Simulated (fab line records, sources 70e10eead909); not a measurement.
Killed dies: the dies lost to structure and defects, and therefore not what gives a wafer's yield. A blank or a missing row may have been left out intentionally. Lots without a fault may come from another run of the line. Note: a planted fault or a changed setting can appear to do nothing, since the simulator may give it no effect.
Chamber matching | flow nand harc | NHARC_P_BONDPAD_DESCUM_11 on rie diel-10 has 4 sister chambers
The step chemistry O2, time 3 s. 16 wafers are shown with their chamber, then 8 later ones without.

## WAFERS, EACH WITH ITS CHAMBER
wafer  | chamber | showerhead plenum p Torr (Torr) | drypump motor current A (A) | oes product au (a.u.)
L075.3 | 3       | 1.85                            | 5.7                         | 1.018
L075.5 | 3       | 1.85                            | 5.7                         | 1.015
L075.6 | 0       | 2.00                            | 5.9                         | 1.003
L075.1 | 2       | 1.89                            | 5.4                         | 1.002
L075.2 | 1       | 1.83                            | 5.8                         | 0.998
L075.4 | 0       | 2.00                            | 5.9                         | 1.003
L081.3 | 3       | 1.85                            | 5.7                         | 1.011
L081.5 | 1       | 1.83                            | 5.7                         | 0.985
L081.6 | 2       | 1.89                            | 5.5                         | 1.013
L083.2 | 0       | 1.99                            | 5.9                         | 0.988
L083.5 | 1       | 1.83                            | 5.8                         | 0.982
L083.6 | 2       | 1.89                            | 5.4                         | 1.005
L091.1 | 0       | 1.99                            | 5.9                         | 0.996
L091.2 | 3       | 1.85                            | 5.7                         | 1.015
L091.3 | 1       | 1.83                            | 5.8                         | 1.006
L092.4 | 1       | 1.83                            | 5.8                         | 1.004

SIGNATURES (averages over the wafers above)
reading                  | chamber 0 | chamber 1 | chamber 2 | chamber 3 | scatter within a chamber
showerhead plenum p Torr | 1.9950    | 1.8300    | 1.8900    | 1.8500    | 0.00289
drypump motor current A  | 5.900     | 5.780     | 5.433     | 5.700     | 0.035
oes product au           | 0.99750   | 0.99500   | 1.00667   | 1.01475   | 0.00776
Rule: a wafer lies at a distance from a chamber equal to the root of the sum of squares, over the readings, of (its reading less the chamber's mean, divided by the reading's scatter). If the next closest chamber is less than 2 further off than the closest, the wafer can't be placed; otherwise it belongs to the closest. How the scatter is found: for the shown wafers, subtract from each reading the mean of its chamber, square and add these, divide the total by (wafers less chambers), then take the root.

## WAFERS WHOSE CHAMBER IS MISSING
wafer  | showerhead plenum p Torr (Torr) | drypump motor current A (A) | oes product au (a.u.)
L092.5 | 1.83                            | 5.8                         | 1.000
L092.6 | 1.99                            | 5.9                         | 0.998
L094.1 | 1.85                            | 5.7                         | 1.001
L094.2 | 1.83                            | 5.8                         | 0.988
L094.3 | 1.89                            | 5.5                         | 0.991
L094.4 | 1.99                            | 5.9                         | 1.004
L094.5 | 1.85                            | 5.7                         | 0.999
L094.6 | 1.89                            | 5.5                         | 0.996

## WHICH CHAMBER EACH WENT THROUGH
wafer  | from the rows above | in truth
L092.5 | 1                   | 1
L092.6 | 0                   | 0
L094.1 | 3                   | 3
L094.2 | 1                   | 1
L094.3 | 2                   | 2
L094.4 | 0                   | 0
L094.5 | 3                   | 3
L094.6 | 2                   | 2
8 of 8 placed correctly. Left unplaced by these rows: 0. Wrongly placed: 0.
